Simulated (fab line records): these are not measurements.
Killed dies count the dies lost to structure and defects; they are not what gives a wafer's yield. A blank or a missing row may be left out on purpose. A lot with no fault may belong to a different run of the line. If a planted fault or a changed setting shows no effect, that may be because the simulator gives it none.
Split-lot trial	flow n5Finfet	on a route of 1938 steps: 7 lots, 21 wafers read

THE SPLIT ITSELF
At N5_BEOL_M9_PECVD_70 (deposits SiO2 from TEOS/O2, target thk 20 nm, time 22.7 s), the setting tempC was moved away from the recipe's 400 C on 8 of the 21 wafers read, by -3.4% to +4.3%. The other wafers ran this setting at the recipe's value.

FROM THE SPLIT TO THE READING: what the file shows between them, 3 steps
- N5_BEOL_M9_HM_DEP_02: deposits TiN, target thk 20 nm
- N5_BEOL_M9_COAT_59: time 60 s, resist thk 100 nm
- N5_BEOL_M9_STRIP_80: strips in N2/H2, time 10 s

THE READING
SiO2_of_BEOL_M9_PECVD_70.thkNm (the simulator's own value, which no gauge read), in nm, at N5_BEOL_M9_HM_STRIP_39 (strips TiN in peroxide tin strip, target depth 25 nm, time 158 s). The file gives no usual value for it. Here, 13 wafers ran the recipe; their average is 20.0 nm with a standard deviation of 0.29 nm.

wafer	tool, chamber at the split	tempC as run, C	against the recipe	SiO2_of_BEOL_M9_PECVD_70.thkNm, nm	against lot-mates on the recipe
L074.2	pecvd-03, 0	400	recipe	19.6	-
L074.3	pecvd-03, 1	400	recipe	19.8	-
L074.4	pecvd-03, 1	417.2	+4.3%	17.8	-1.9
L076.3	pecvd-03, 1	400	recipe	19.6	-
L076.4	pecvd-03, 2	400	recipe	20	-
L076.6	pecvd-03, 1	386.3	-3.4%	21.6	+1.8
L080.3	pecvd-03, 1	413.3	+3.3%	18	-2.2
L080.4	pecvd-03, 0	413.3	+3.3%	18.4	-1.8
L080.5	pecvd-03, 1	400	recipe	20.2	-
L085.3	pecvd-01, 1	400	recipe	19.8	-
L085.4	pecvd-01, 1	392.1	-2.0%	20.8	+1.0
L085.5	pecvd-01, 2	392.1	-2.0%	21.2	+1.4
L088.4	pecvd-01, 1,2,0	400	recipe	20.2	-
L088.5	pecvd-01, 1,2,0	400	recipe	20.2	-
L088.6	pecvd-01, 1,2,0	400	recipe	20.2	-
L093.2	pecvd-04, 1	400	recipe	19.6	-
L093.3	pecvd-04, 2	395.3	-1.2%	20.4	+0.8
L093.5	pecvd-04, 2	395.3	-1.2%	20.4	+0.8
L091.1	pecvd-01, 1,2	400	recipe	20	-
L091.2	pecvd-01, 1,2	400	recipe	20	-
L091.6	pecvd-01, 1	400	recipe	20.6	-
Rows listing several chambers each stand for several wafers; the file does not say which wafer went through which chamber.

FIT RESULTS
A straight line over all 21 wafers: SiO2_of_BEOL_M9_PECVD_70.thkNm changes by -0.505 nm for each +1% of tempC; r = -0.96; the points scatter about the line by 0.26 nm.
The same after taking each lot's own level away (the mean of its wafers on the recipe; 21 wafers): -0.545 nm for each +1%; r = -0.98; scatter 0.21 nm.
That fit puts the effect of the largest move of tempC on the reading at 2.3 nm.
Measured against the standard deviation above, the lots' own levels, which go from 19.60 to 20.20 nm, span 2.1 times it.
The two slopes are in agreement: the lot-to-lot level therefore moves the slope only a little.
Check: -2.53 nm against its lot-mates is what the line predicts for one of the wafers moved furthest among these (+4.3%) when that wafer is left out of the fit. It came out at -1.9 nm against them.

THE OTHER SPLITS THESE WAFERS WENT THROUGH
Before the reading, these wafers also passed through other splits. Each is held against what the fit with the lots' levels taken away leaves over:
other split on the same wafers	wafers away from the commonest value	r with SiO2_of_BEOL_M9_PECVD_70.thkNm (lot level and that fit taken away)
N5_BEOL_M8_TRENCH_ETCH_37 sourceW	11	+0.28
N5_BEOL_M9_ILD_DEP_00 timeS	11	-0.24

THE WHOLE CHAIN: every reading that the file lists as answering this split, in the file's order
step	what it does	reading	change (the file's fit)	r (the file's)
N5_BEOL_M9_PECVD_70	deposits SiO2 from TEOS/O2, target thk 20 nm, time 22.7 s	SiO2_of_BEOL_M9_PECVD_70.thkNm (the simulator's own value, which no gauge read)	-0.503 nm for each +1% of the setting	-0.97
N5_BEOL_M9_HM_STRIP_39	strips TiN in peroxide tin strip, target depth 25 nm, time 158 s	SiO2_of_BEOL_M9_PECVD_70.thkNm (the simulator's own value, which no gauge read)	-0.522 nm for each +1% of the setting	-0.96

THE FILE'S OWN FIT
SiO2_of_BEOL_M9_PECVD_70.thkNm changes by -0.522 nm for each +1% of tempC, r = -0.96.
